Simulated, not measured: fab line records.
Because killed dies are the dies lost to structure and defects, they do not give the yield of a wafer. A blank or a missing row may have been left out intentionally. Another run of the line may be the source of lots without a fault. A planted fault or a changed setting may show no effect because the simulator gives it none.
Matching of chambers :: flow nandHarc :: 4 sister chambers for NHARC_A_CHANNEL_HOLE_D2_ETCH_44 on rieDiel-07
The step etches the open film in CF4/O2, target depth 140 nm, overetch 14 nm, time 77 s. 14 wafers are shown with their chamber, then 7 later ones without.

EACH WAFER AND ITS CHAMBER
wafer: L079.1
chamber: 3
drypumpMotorCurrentA (A): 5.8
oesProductAu (a.u.): 1.013
rfVppV (V): 195.4

wafer: L079.2
chamber: 2
drypumpMotorCurrentA (A): 5.3
oesProductAu (a.u.): 0.995
rfVppV (V): 196.6

wafer: L079.3
chamber: 1
drypumpMotorCurrentA (A): 5.1
oesProductAu (a.u.): 0.991
rfVppV (V): 197.3

wafer: L080.2
chamber: 3
drypumpMotorCurrentA (A): 5.7
oesProductAu (a.u.): 1.007
rfVppV (V): 197.8

wafer: L080.5
chamber: 3
drypumpMotorCurrentA (A): 5.7
oesProductAu (a.u.): 0.999
rfVppV (V): 195.7

wafer: L080.6
chamber: 2
drypumpMotorCurrentA (A): 5.4
oesProductAu (a.u.): 0.987
rfVppV (V): 195.8

wafer: L082.1
chamber: 3
drypumpMotorCurrentA (A): 5.7
oesProductAu (a.u.): 1.006
rfVppV (V): 197.1

wafer: L082.4
chamber: 0
drypumpMotorCurrentA (A): 5.7
oesProductAu (a.u.): 1.006
rfVppV (V): 196.2

wafer: L082.6
chamber: 3
drypumpMotorCurrentA (A): 5.7
oesProductAu (a.u.): 1.001
rfVppV (V): 196.2

wafer: L085.1
chamber: 0
drypumpMotorCurrentA (A): 5.6
oesProductAu (a.u.): 1.009
rfVppV (V): 193.6

wafer: L085.3
chamber: 2
drypumpMotorCurrentA (A): 5.3
oesProductAu (a.u.): 0.995
rfVppV (V): 196.3

wafer: L085.4
chamber: 1
drypumpMotorCurrentA (A): 5.1
oesProductAu (a.u.): 0.994
rfVppV (V): 197.1

wafer: L084.2
chamber: 2
drypumpMotorCurrentA (A): 5.3
oesProductAu (a.u.): 0.992
rfVppV (V): 196.3

wafer: L084.3
chamber: 3
drypumpMotorCurrentA (A): 5.7
oesProductAu (a.u.): 1.025
rfVppV (V): 197.4

SIGNATURES (means of the wafers above)
reading: drypumpMotorCurrentA
chamber 0: 5.650
chamber 1: 5.100
chamber 2: 5.325
chamber 3: 5.717
scatter within a chamber: 0.0456

reading: oesProductAu
chamber 0: 1.00750
chamber 1: 0.99250
chamber 2: 0.99225
chamber 3: 1.00850
scatter within a chamber: 0.00707

reading: rfVppV
chamber 0: 194.900
chamber 1: 197.200
chamber 2: 196.250
chamber 3: 196.600
scatter within a chamber: 0.92
Rule: for a wafer and a chamber, the distance is found by dividing, reading by reading, the gap between the wafer's reading and the chamber's mean by the reading's scatter, squaring, summing and taking the root. The wafer belongs to the nearest chamber; if the next one is less than 2 further off, it can't be placed. How the scatter is found: for the shown wafers, subtract from each reading the mean of its chamber, square and add these, divide the total by (wafers less chambers), then take the root.

WAFERS WITHOUT THEIR CHAMBER
wafer: L084.6
drypumpMotorCurrentA (A): 5.1
oesProductAu (a.u.): 0.983
rfVppV (V): 197.4

wafer: L088.2
drypumpMotorCurrentA (A): 5.6
oesProductAu (a.u.): 1.009
rfVppV (V): 198.1

wafer: L088.4
drypumpMotorCurrentA (A): 5.1
oesProductAu (a.u.): 0.991
rfVppV (V): 197.1

wafer: L088.5
drypumpMotorCurrentA (A): 5.1
oesProductAu (a.u.): 0.991
rfVppV (V): 196.7

wafer: L096.1
drypumpMotorCurrentA (A): 5.3
oesProductAu (a.u.): 0.994
rfVppV (V): 194.2

wafer: L096.3
drypumpMotorCurrentA (A): 5.7
oesProductAu (a.u.): 1.005
rfVppV (V): 196.3

wafer: L096.6
drypumpMotorCurrentA (A): 5.3
oesProductAu (a.u.): 0.992
rfVppV (V): 197.3

THE CHAMBER EACH PASSED THROUGH
wafer: L084.6
from the rows above: 1
in truth: 1

wafer: L088.2
from the rows above: can't be placed: 3 or 0
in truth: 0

wafer: L088.4
from the rows above: 1
in truth: 1

wafer: L088.5
from the rows above: 1
in truth: 1

wafer: L096.1
from the rows above: 2
in truth: 2

wafer: L096.3
from the rows above: can't be placed: 3 or 0
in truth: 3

wafer: L096.6
from the rows above: 2
in truth: 2
5 of 7 placed correctly. These rows do not allow placing 2 (true chamber among the candidates in 2). Placed wrongly: 0.
